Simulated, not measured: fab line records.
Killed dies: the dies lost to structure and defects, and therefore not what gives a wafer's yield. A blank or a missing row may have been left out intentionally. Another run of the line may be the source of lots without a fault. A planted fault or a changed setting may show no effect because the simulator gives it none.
fab line records | flow nandHarc | part 2 of 2: steps 24 to 31 of 31
[record] lots = 5 | wafers = 15 | lastDay = 23
route steps=1159 shown A_CONTACT@947 A_BLC@964
lots with no fault: from the same line, run without faults
startH: hours from the record's first day to the start of the lot's first wafer shown | waitH: hours from the lot's prior step to this one | " repeats the value in the row above | L1.1+2: one row covering several wafers at once | - either no value or no given start | * or withheld: withheld | < > ~ a bound
route shown NAME@n: names a module that has steps shown in the file, with the first one's number in the route | usual: average and standard deviation across the fault-free wafers | same: alike in all rows | chamber/n: place in a boat | sites: readings site by site | _std_site: the values' standard deviation | _edge_site: inner sites' mean taken away from outer sites' mean | radiusMm: for every site, how far away it sits from the centre of the wafer | mask NAME#n: copy n | behind: the last tool/chamber to shape the wafer | hold: what put the lot on hold/how long, in hours/how the hold closed | device: the n, p or np transistor that did not switch | end of line: tests of these same wafers at the route's end | step lacking rows: just its recipe | killed: not the wafer's yield, but the dies lost to structure and defects at the first sort | map: per-die view of a wafer (x killed, . not killed, _ where there is no die)
set.NAME: the run value of the setting; set.NAME@STEP: its run value at that earlier step | model.NAME: the simulator's own value behind a step, which no gauge read
a table for each step, a row for each wafer; lots at some steps of the route
services: from which hour (startH, from the record's first day; less than 0 if before it) a tool's chamber was out of use, for how many hours, and why
[[steps]]
[step NHARC_A_BLC_EXPOSE_07]
[recipe] na = 1.35 | targetCdNm = 100 | doseMj = 67.97 | maskId = A_BLC
[same] na = 1.35
lot.wafer  | tool           | chamber | startH | waitH | mask
L078.2+5+6 | arfiScanner-03 | 0       | 411.48 | -     | A_BLC#0
L082.3+4+5 | arfiScanner-02 | 0       | 445.02 | -     | A_BLC#0
L091.1+2+6 | arfiScanner-02 | 0       | 477.65 | -     | A_BLC#0
L090.2+3+6 | arfiScanner-02 | 0       | 492.66 | -     | A_BLC#0
L092.1+2+4 | arfiScanner-02 | 0       | 501.28 | -     | A_BLC#0
[step NHARC_A_BLC_PEB_08]
[recipe] pebTempC = 100 | pebTimeS = 65
[usual] heaterPowerTotalW = 156.6/0.42
lot.wafer | tool          | chamber | startH | waitH | heaterPowerTotalW
L078.2    | lithoTrack-06 | 0       | 411.53 | 0.1   | 157.0
L078.5    | "             | 0       | "      | "     | 156.3
L078.6    | "             | 0       | "      | "     | 156.4
L082.3    | lithoTrack-06 | 0       | 445.07 | 0.0   | 156.3
L082.4    | "             | 0       | "      | "     | 156.2
L082.5    | "             | 0       | "      | "     | 156.2
L091.1    | lithoTrack-01 | 0       | 477.71 | 0.1   | 157.2
L091.2    | "             | 0       | "      | "     | 156.9
L091.6    | "             | 0       | "      | "     | 156.9
L090.2    | lithoTrack-01 | 0       | 492.72 | 0.1   | 157.0
L090.3    | "             | 0       | "      | "     | 156.0
L090.6    | "             | 0       | "      | "     | 157.1
L092.1    | lithoTrack-04 | 0       | 501.35 | 0.1   | 156.1
L092.2    | "             | 0       | "      | "     | 156.4
L092.4    | "             | 0       | "      | "     | 156.4
[step NHARC_A_BLC_DEVELOP_09]
[recipe] developTimeS = 35 | devTempC = 23
lot.wafer  | tool          | chamber | startH | waitH
L078.2+5+6 | lithoTrack-06 | 0       | -      | -
L082.3+4+5 | lithoTrack-06 | 0       | -      | -
L091.1+2+6 | lithoTrack-01 | 0       | -      | -
L090.2+3+6 | lithoTrack-01 | 0       | -      | -
L092.1+2+4 | lithoTrack-04 | 0       | -      | -
[step NHARC_A_BLC_CD_MEAS_10]
[recipe] targetCdNm = 100 | landingEnergyEv = 500
[usual] cdNm = 100.2/0.61
lot.wafer | tool     | chamber | startH | waitH | cdNm
L078.2    | cdSem-01 | 0       | 411.61 | -     | 99.9
L078.5    | "        | 0       | "      | "     | 99.2
L078.6    | "        | 0       | "      | "     | 99.7
L082.3    | cdSem-03 | 0       | 445.15 | -     | 100.7
L082.4    | "        | 0       | "      | "     | 99.5
L082.5    | "        | 0       | "      | "     | 100.6
L091.1    | cdSem-02 | 0       | 477.80 | -     | 100.5
L091.2    | "        | 0       | "      | "     | 100.6
L091.6    | "        | 0       | "      | "     | 100.5
L090.2    | cdSem-02 | 0       | 492.80 | -     | 99.9
L090.3    | "        | 0       | "      | "     | 99.8
L090.6    | "        | 0       | "      | "     | 99.9
L092.1    | cdSem-01 | 0       | 501.43 | -     | 100.6
L092.2    | "        | 0       | "      | "     | 100.3
L092.4    | "        | 0       | "      | "     | 100.7
[step NHARC_A_BLC_OVL_MEAS_11]
[usual] overlayXNm = 0.0/0.74 | overlayYNm = -0.2/0.78
lot.wafer | tool       | chamber | startH | waitH | overlayXNm | overlayYNm
L078.2    | overlay-01 | -       | 411.70 | -     | -0.8       | -0.8
L078.5    | "          | -       | "      | "     | -0.9       | -0.5
L078.6    | "          | -       | "      | "     | -0.6       | -0.2
L082.3    | overlay-02 | -       | 445.24 | -     | 0.1        | 0.2
L082.4    | "          | -       | "      | "     | -0.2       | 0.4
L082.5    | "          | -       | "      | "     | 0.0        | 0.6
L091.1    | overlay-02 | -       | 477.89 | -     | -0.1       | 0.8
L091.2    | "          | -       | "      | "     | -0.1       | -0.3
L091.6    | "          | -       | "      | "     | 0.2        | -0.3
L090.2    | overlay-01 | -       | 492.88 | -     | -0.6       | 0.2
L090.3    | "          | -       | "      | "     | -0.4       | -0.1
L090.6    | "          | -       | "      | "     | -0.1       | -0.3
L092.1    | overlay-01 | -       | 501.52 | -     | 0.8        | -1.2
L092.2    | "          | -       | "      | "     | 0.9        | -0.5
L092.4    | "          | -       | "      | "     | 0.5        | -0.7
[step NHARC_A_BLC_INSPECT_12]
[usual] rawDefectCount = 31/14
lot.wafer | tool             | chamber | startH | waitH | rawDefectCount
L078.2    | defectInspect-02 | -       | 411.74 | 0.0   | 23
L078.5    | "                | -       | "      | "     | 19
L078.6    | "                | -       | "      | "     | 23
L082.3    | defectInspect-02 | -       | 445.27 | 0.0   | 41
L082.4    | "                | -       | "      | "     | 32
L082.5    | "                | -       | "      | "     | 29
L091.1    | defectInspect-01 | -       | 477.93 | 0.0   | 31
L091.2    | "                | -       | "      | "     | 48
L091.6    | "                | -       | "      | "     | 26
L090.2    | defectInspect-02 | -       | 492.92 | 0.0   | 28
L090.3    | "                | -       | "      | "     | 39
L090.6    | "                | -       | "      | "     | 31
L092.1    | defectInspect-02 | -       | 501.55 | 0.0   | 52
L092.2    | "                | -       | "      | "     | 63
L092.4    | "                | -       | "      | "     | 64
[step NHARC_A_BLC_DESCUM_15]
[recipe] timeS = 3 | o2FlowSccm = 200 | arFlowSccm = 0 | biasPowerW = 0 | chemistry = O2
[usual] chamberPressureMTorr = 60.00/0.055 | drypumpMotorCurrentA = 5.6/0.42 | oesProductAu = 0.997/0.0098 | rfVppV = 57.7/0.91 | showerheadPlenumPTorr = 1.87/0.086 | throttleValvePct = 11.311/0.0088
lot.wafer | tool       | chamber | startH | waitH | chamberPressureMTorr | drypumpMotorCurrentA | oesProductAu | rfHoursCounterH | rfVppV | showerheadPlenumPTorr | throttleValvePct
L078.2    | rieDiel-03 | 0       | 411.82 | 0.1   | 59.97                | 5.5                  | 0.977        | 1               | 58.3   | 1.78                  | 11.296
L078.6    | "          | 1       | "      | "     | 59.93                | 5.4                  | 0.999        | -               | 57.7   | 1.84                  | 11.302
L078.5    | "          | 2       | "      | "     | 60.00                | 6.3                  | 0.995        | -               | 58.2   | 1.96                  | 11.310
L082.4    | rieDiel-03 | 1       | 445.33 | 0.1   | 60.02                | 5.4                  | 0.980        | 5               | 57.7   | 1.84                  | 11.314
L082.3    | "          | 3       | "      | "     | 59.94                | 5.7                  | 1.003        | 5               | 57.0   | 2.00                  | 11.306
L082.5    | "          | 2       | "      | "     | 59.92                | 6.3                  | 0.977        | -               | 58.4   | 1.95                  | 11.317
L091.1    | rieDiel-12 | 3       | 477.99 | 0.1   | 59.94                | 5.0                  | 0.994        | 9               | 58.0   | 1.83                  | 11.300
L091.2    | "          | 0       | "      | "     | 59.91                | 5.7                  | 0.999        | 9               | 56.8   | 1.79                  | 11.316
L091.6    | "          | 3       | "      | "     | 59.96                | 5.0                  | 1.002        | -               | 58.0   | 1.83                  | 11.316
L090.3    | rieDiel-12 | 1       | 492.99 | 0.1   | 60.07                | 5.1                  | 1.000        | 10              | 56.0   | 1.84                  | 11.302
L090.2    | "          | 3       | "      | "     | 60.07                | 5.0                  | 0.990        | 10              | 56.8   | 1.83                  | 11.305
L090.6    | "          | 1       | "      | "     | 59.90                | 5.1                  | 1.003        | -               | 57.1   | 1.84                  | 11.307
L092.2    | rieDiel-03 | 3       | 501.61 | 0.1   | 60.03                | 5.7                  | 1.005        | 12              | 58.2   | 2.00                  | 11.314
L092.1    | "          | 0       | "      | "     | 60.09                | 5.5                  | 0.990        | 8               | 57.3   | 1.78                  | 11.316
L092.4    | "          | 1       | "      | "     | 60.03                | 5.4                  | 1.004        | 12              | 57.7   | 1.83                  | 11.307
[step NHARC_A_BLC_ETCH_16]
[recipe] targetDepthA = 390 | overEtchFrac = 0.3 | timeS = 65 | ionEnergyEv = 80 | cf4FlowSccm = 150 | arFlowSccm = 0 | rfW = 300 | biasW = 100 | chemistry = CF4
[usual] chamberPressureMTorr = 49.99/0.09 | drypumpMotorCurrentA = 5.6/0.42 | oesProductAu = 0.996/0.01 | rfVppV = 150.8/1.3 | showerheadPlenumPTorr = 1.73/0.073 | throttleValvePct = 13.283/0.009
lot.wafer | tool       | chamber | startH | waitH | chamberPressureMTorr | drypumpMotorCurrentA | oesProductAu | rfHoursCounterH | rfVppV | showerheadPlenumPTorr | throttleValvePct
L078.2    | rieDiel-03 | 3       | 411.89 | 0.1   | 50.03                | 5.7                  | 0.997        | 1               | 152.2  | 1.84                  | 13.270
L078.5    | "          | 1       | "      | "     | 49.99                | 5.4                  | 1.005        | -               | 149.8  | 1.70                  | 13.278
L078.6    | "          | 2       | "      | "     | 49.93                | 6.3                  | 0.986        | -               | 150.9  | 1.80                  | 13.293
L082.4    | rieDiel-03 | 0       | 445.42 | 0.1   | 50.01                | 5.5                  | 0.987        | 3               | 150.8  | 1.65                  | 13.274
L082.3    | "          | 1       | "      | "     | 49.99                | 5.4                  | 1.002        | 5               | 150.0  | 1.70                  | 13.285
L082.5    | "          | 1       | "      | "     | 50.05                | 5.4                  | 1.000        | -               | 149.1  | 1.70                  | 13.288
L091.2    | rieDiel-12 | 0       | 478.09 | 0.1   | 49.96                | 5.7                  | 0.993        | 9               | 150.0  | 1.66                  | 13.278
L091.1    | "          | 1       | "      | "     | 50.00                | 5.1                  | 1.015        | 9               | 150.3  | 1.70                  | 13.279
L091.6    | "          | 3       | "      | "     | 50.05                | 5.0                  | 0.986        | -               | 149.9  | 1.70                  | 13.280
L090.3    | rieDiel-12 | 2       | 493.07 | 0.1   | 49.92                | 6.2                  | 0.990        | 8               | 152.9  | 1.86                  | 13.275
L090.2    | "          | 1       | "      | "     | 49.99                | 5.1                  | 1.012        | 10              | 149.7  | 1.70                  | 13.289
L090.6    | "          | 2       | "      | "     | 50.01                | 6.2                  | 0.990        | -               | 154.0  | 1.86                  | 13.279
L092.2    | rieDiel-03 | 0       | 501.70 | 0.1   | 49.94                | 5.5                  | 0.987        | 8               | 148.4  | 1.65                  | 13.274
L092.4    | "          | 1       | "      | "     | 50.04                | 5.4                  | 0.991        | 12              | 150.1  | 1.70                  | 13.307
L092.1    | "          | 3       | "      | "     | 49.96                | 5.7                  | 1.002        | 12              | 152.8  | 1.84                  | 13.275
[[services]]
tool           | chamber | startH | hours | kind
rieDiel-08     | 2       | 384.74 | 5.2   | repair
rieDiel-12     | 2       | 390.66 | 11.2  | repair
rieDiel-03     | -       | 392.30 | 9.0   | pm
harCapEtch-02  | -       | 407.79 | 0.4   | repair
cvdW-02        | 0       | 408.94 | 4.0   | repair
rieDiel-03     | 0       | 417.05 | 9.7   | repair
rieDiel-04     | 3       | 419.08 | 20.6  | repair
rieDiel-06     | -       | 419.80 | 9.0   | pm
cmp-01         | -       | 422.37 | 7.6   | repair
arfiScanner-02 | -       | 428.00 | 4.0   | pm
rieDiel-03     | -       | 428.97 | 0.8   | repair
wetBench-05    | -       | 434.68 | 5.3   | repair
rieDiel-12     | 1       | 435.64 | 4.4   | repair
rieDiel-03     | 1       | 442.17 | 2.5   | repair
lithoTrack-01  | -       | 443.00 | 7.0   | pm
cmp-01         | -       | 455.11 | 1.2   | repair
rieDiel-04     | -       | 466.31 | 9.0   | pm
lithoTrack-06  | -       | 467.00 | 7.0   | pm
rieDiel-06     | 1       | 467.15 | 1.4   | repair
rieDiel-03     | 3       | 472.58 | 4.9   | repair
rieDiel-08     | -       | 478.86 | 9.0   | pm
rieDiel-03     | 0       | 479.40 | 12.8  | repair
lithoTrack-04  | -       | 491.00 | 7.0   | pm
rieDiel-06     | 1       | 498.91 | 4.0   | repair
